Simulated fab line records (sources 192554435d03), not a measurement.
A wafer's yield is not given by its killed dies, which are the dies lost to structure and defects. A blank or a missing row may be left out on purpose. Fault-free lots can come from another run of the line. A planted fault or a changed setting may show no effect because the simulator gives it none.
Which tool did it? + flow n5Finfet + 29 wafers from 10 lots sampled at 5 of the route's 1938 steps

WHAT THE GAUGES SHOWED, per wafer
N5_MOL_CONTACT_COAG_CD_MEAS_99: target cd 17.2 nm. Usual: cdNm 17.17 nm, standard deviation 0.27.
| lot  | measured     | on       | cdNm (nm)         | flag |
|------|--------------|----------|-------------------|------|
| L394 | day 5 05:09  | cdSem-02 | 17.32 17.88 17.11 |      |
| L395 | day 5 15:03  | cdSem-03 | 16.88 17.05 17.57 |      |
| L397 | day 5 21:10  | cdSem-02 | 17.02 17.12 17.51 |      |
| L401 | day 6 21:52  | cdSem-02 | 16.92 17.23 16.82 |      |
| L402 | day 7 01:55  | cdSem-01 | 17.05 17.41 17.05 |      |
| L407 | day 8 08:25  | cdSem-03 | 16.55 17.60 16.75 |      |
| L411 | day 9 06:52  | cdSem-03 | 17.27 17.10 17.19 |      |
| L412 | day 9 19:45  | cdSem-02 | 16.93 17.05       |      |
| L413 | day 9 21:32  | cdSem-01 | 17.12 17.44 17.49 |      |
| L414 | day 10 05:24 | cdSem-01 | 17.23 17.42 17.50 |      |

N5_BEOL_M4_RC_MEAS_101. Usual: DIBL_N 37.2 mV/V, standard deviation 1.9; DIBL_P 37.3 mV/V, standard deviation 2.2; IOFF_N 0.18 nA/um, standard deviation 0.038; IOFF_P 0.22 nA/um, standard deviation 0.039; ION_N 678 uA/um, standard deviation 11; ION_P 462 uA/um, standard deviation 6.9; SS_N 71.8 mV/dec, standard deviation 0.68; SS_P 73.5 mV/dec, standard deviation 0.65; VT_N 249 mV, standard deviation 3.4; VT_P -250 mV, standard deviation 3.2.
| lot  | measured     | on        | DIBL_N (mV/V)  | DIBL_P (mV/V)  | IOFF_N (nA/um) | IOFF_P (nA/um) | ION_N (uA/um) | ION_P (uA/um) | SS_N (mV/dec)  | SS_P (mV/dec)  | VT_N (mV)   | VT_P (mV)      | flag |
|------|--------------|-----------|----------------|----------------|----------------|----------------|---------------|---------------|----------------|----------------|-------------|----------------|------|
| L394 | day 8 20:13  | prober-02 | 39.3 40.1 41.2 | 37.7 37.9 40.2 | 0.19 0.23 0.24 | 0.21 0.22 0.25 | 668 678 681   | 450 459 461   | 71.0 72.0 72.1 | 73.9 74.3 74.2 | 248 244 244 | -252 -250 -254 |      |
| L395 | day 9 01:17  | prober-02 | 37.6 39.2 36.5 | 37.9 37.8 35.9 | 0.18 0.22 0.16 | 0.26 0.26 0.22 | 673 693 664   | 465 466 460   | 71.8 72.8 72.1 | 73.4 73.0 73.3 | 248 245 251 | -248 -245 -249 |      |
| L397 | day 9 17:16  | prober-01 | 37.4 36.9 35.6 | 40.0 38.2 36.7 | 0.20 0.19 0.16 | 0.25 0.23 0.20 | 686 676 679   | 475 465 457   | 72.4 72.2 71.0 | 73.3 74.3 73.1 | 244 249 251 | -247 -250 -250 |      |
| L401 | day 10 08:16 | prober-01 | 37.8 37.4 34.0 | 36.8 36.3 32.8 | 0.16 0.15 0.11 | 0.21 0.21 0.17 | 684 691 676   | 460 472 471   | 71.1 71.6 70.4 | 73.3 72.7 71.9 | 252 251 254 | -249 -248 -253 |      |
| L402 | day 10 08:14 | prober-02 | 39.2 37.5 38.4 | 39.2 37.9 38.4 | 0.21 0.18 0.19 | 0.23 0.21 0.23 | 699 675 681   | 465 460 456   | 71.7 71.3 72.1 | 73.5 73.6 73.5 | 245 246 246 | -249 -250 -252 |      |
| L407 | day 11 19:28 | prober-01 | 36.9 38.3 36.3 | 35.2 38.0 35.0 | 0.15 0.19 0.15 | 0.19 0.24 0.20 | 676 684 675   | 461 464 460   | 71.7 71.8 71.7 | 72.9 74.0 73.7 | 250 248 251 | -250 -249 -251 |      |
| L411 | day 13 03:50 | prober-01 | 37.6 37.7 37.3 | 35.7 35.5 36.3 | 0.16 0.17 0.16 | 0.21 0.21 0.24 | 677 670 677   | 463 457 464   | 71.9 72.4 72.1 | 73.2 73.9 73.7 | 249 247 248 | -249 -250 -250 |      |
| L412 | day 13 04:33 | prober-02 | 36.8 36.7      | 35.1 36.2      | 0.17 0.17      | 0.22 0.24      | 677 682       | 458 469       | 71.2 72.7      | 73.7 73.2      | 248 248     | -248 -248      |      |
| L413 | day 13 12:39 | prober-02 | 36.7 37.6 36.4 | 38.0 39.6 37.7 | 0.19 0.22 0.18 | 0.22 0.26 0.22 | 684 690 685   | 462 462 462   | 71.4 72.2 72.3 | 73.8 73.6 73.1 | 247 247 248 | -250 -249 -250 |      |
| L414 | day 13 13:22 | prober-01 | 37.2 37.0 35.9 | 40.0 39.2 37.1 | 0.18 0.17 0.14 | 0.22 0.20 0.17 | 668 673 655   | 452 461 445   | 72.0 72.1 72.4 | 74.4 73.6 73.8 | 250 250 254 | -251 -255 -255 |      |

TOOL THAT RAN EACH LOT (tool first, then ch and the chambers of the sampled wafers, then the start)
| lot  | N5_MOL_CONTACT_COAG_TI_SIL_19 | N5_MOL_CONTACT_COAG_SPUTTER_143 | N5_MOL_CONTACT_COAG_ALD_27       |
|------|-------------------------------|---------------------------------|----------------------------------|
| L394 | pvdSputter-03, day 5 06:35    | pvdSputter-01, day 5 09:12      | aldSin-01 ch 0,1,2, day 5 14:43  |
| L395 | pvdSputter-01, day 5 16:59    | pvdSputter-01, day 5 17:53      | aldSin-04 ch 1,2,3, day 5 21:57  |
| L397 | pvdSputter-01, day 5 21:49    | pvdSputter-02, day 6 01:28      | aldSin-03 ch 0,1, day 6 06:17    |
| L401 | pvdSputter-01, day 6 22:50    | pvdSputter-02, day 6 23:58      | aldSin-01 ch 0,3, day 7 03:58    |
| L402 | pvdSputter-02, day 7 02:53    | pvdSputter-03, day 7 03:49      | aldSin-03 ch 1,2,3, day 7 07:31  |
| L407 | pvdSputter-01, day 8 10:33    | pvdSputter-02, day 8 11:44      | aldSin-01 ch 0,2,3, day 8 15:37  |
| L411 | pvdSputter-01, day 9 07:39    | pvdSputter-02, day 9 10:15      | aldSin-04 ch 0,2,3, day 9 14:03  |
| L412 | pvdSputter-01, day 9 20:15    | pvdSputter-02, day 9 21:04      | aldSin-01 ch 0,1, day 10 01:23   |
| L413 | pvdSputter-02, day 9 22:11    | pvdSputter-02, day 9 23:17      | aldSin-03 ch 0,1,2, day 10 03:58 |
| L414 | pvdSputter-02, day 10 06:38   | pvdSputter-03, day 10 09:07     | aldSin-04 ch 0,1,2, day 10 13:05 |
- N5_MOL_CONTACT_COAG_TI_SIL_19: material Ti, target thk 4.2 nm, time 15 s.
- N5_MOL_CONTACT_COAG_SPUTTER_143: material Co, target thk 2.5 nm.
- N5_MOL_CONTACT_COAG_ALD_27: deposits SiOC, target thk 17 nm, pulse time 1.5 s, time 2720 s.

AS READ BY THE TOOLS THEMSELVES (means over the sampled wafers that have a number; for cases with no such wafer, the mark the record gives instead)
N5_MOL_CONTACT_COAG_TI_SIL_19. Usual: throttleValvePct 29.9 %, standard deviation 1.
| lot  | tool          | throttleValvePct (%) | flag |
|------|---------------|----------------------|------|
| L394 | pvdSputter-03 | 30.2                 |      |
| L395 | pvdSputter-01 | 29.8                 |      |
| L397 | pvdSputter-01 | 29.5                 |      |
| L401 | pvdSputter-01 | 29.5                 |      |
| L402 | pvdSputter-02 | 29.6                 |      |
| L407 | pvdSputter-01 | 29.5                 |      |
| L411 | pvdSputter-01 | 29.5                 |      |
| L412 | pvdSputter-01 | 29.2                 |      |
| L413 | pvdSputter-02 | 29.1                 |      |
| L414 | pvdSputter-02 | 29.8                 |      |

N5_MOL_CONTACT_COAG_SPUTTER_143. Usual: throttleValvePct 29.9 %, standard deviation 1.2.
| lot  | tool          | throttleValvePct (%) | flag |
|------|---------------|----------------------|------|
| L394 | pvdSputter-01 | 29.5                 |      |
| L395 | pvdSputter-01 | 29.3                 |      |
| L397 | pvdSputter-02 | 29.8                 |      |
| L401 | pvdSputter-02 | 30.4                 |      |
| L402 | pvdSputter-03 | 31.0                 |      |
| L407 | pvdSputter-02 | 29.1                 |      |
| L411 | pvdSputter-02 | 30.5                 |      |
| L412 | pvdSputter-02 | 30.1                 |      |
| L413 | pvdSputter-02 | 29.2                 |      |
| L414 | pvdSputter-03 | 30.6                 |      |

N5_MOL_CONTACT_COAG_ALD_27. Usual: heaterPowerW 864 W, standard deviation 140; precursorPulseHeightRel 1.000, standard deviation 0.021; runLengthS 2770.0 s, standard deviation 0.58.
| lot  | tool      | heaterPowerW (W) | precursorPulseHeightRel | runLengthS (s) | flag |
|------|-----------|------------------|-------------------------|----------------|------|
| L394 | aldSin-01 | 929              | 0.996                   | 2769.4         |      |
| L395 | aldSin-04 | 794              | 0.986                   | 2770.4         |      |
| L397 | aldSin-03 | 918              | 0.996                   | 2770.2         |      |
| L401 | aldSin-01 | 965              | 0.992                   | 2769.9         |      |
| L402 | aldSin-03 | 853              | 1.002                   | 2770.1         |      |
| L407 | aldSin-01 | 907              | 0.987                   | 2316.4         | OFF  |
| L411 | aldSin-04 | 895              | 1.019                   | 2770.1         |      |
| L412 | aldSin-01 | 949              | 1.019                   | 2429.6         | OFF  |
| L413 | aldSin-03 | 878              | 1.003                   | 2770.3         |      |
| L414 | aldSin-04 | 903              | 0.999                   | 2770.8         |      |

THE ANSWER, worked out from the rows above alone
Rule: take the mean of a lot's wafers that have a number; if it is more than 3 standard deviations from the usual mean, the lot is off. A lot without any number at a reading at which 4 lots or more have one is off too. All remaining lots with rows at the step are treated as sound. The gauges are gone through in route order, then the tools' own readings, and for those a lot's mean is taken as printed above. The first step at which some lot is off is used, and at that step the reading that is off furthest; a lot without a number counts as furthest.
Off: L407, L412 (N5_MOL_CONTACT_COAG_ALD_27, runLengthS).
If a tool, at that step or one of the process steps before it, ran each lot that is off and ran no sound lot following the first of them, it fits. One fits: N5_MOL_CONTACT_COAG_ALD_27 on aldSin-01. Its last sound lot is L401 (day 7 03:58), its first lot that is off L407 (day 8 15:37): a fault that began between those two fits.
On the lots that are off, the tool's own readings at N5_MOL_CONTACT_COAG_ALD_27 differ by more than 5 times the standard deviation of the sound lots' means, which bears it out; runLengthS reads 2373.0 s there versus 2770.2 s on the sound lots.

WHAT THE SIMULATOR HAD INSERTED
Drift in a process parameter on aldSin-01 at N5_MOL_CONTACT_COAG_ALD_27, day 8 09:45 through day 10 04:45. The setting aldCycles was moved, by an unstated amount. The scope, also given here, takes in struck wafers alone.
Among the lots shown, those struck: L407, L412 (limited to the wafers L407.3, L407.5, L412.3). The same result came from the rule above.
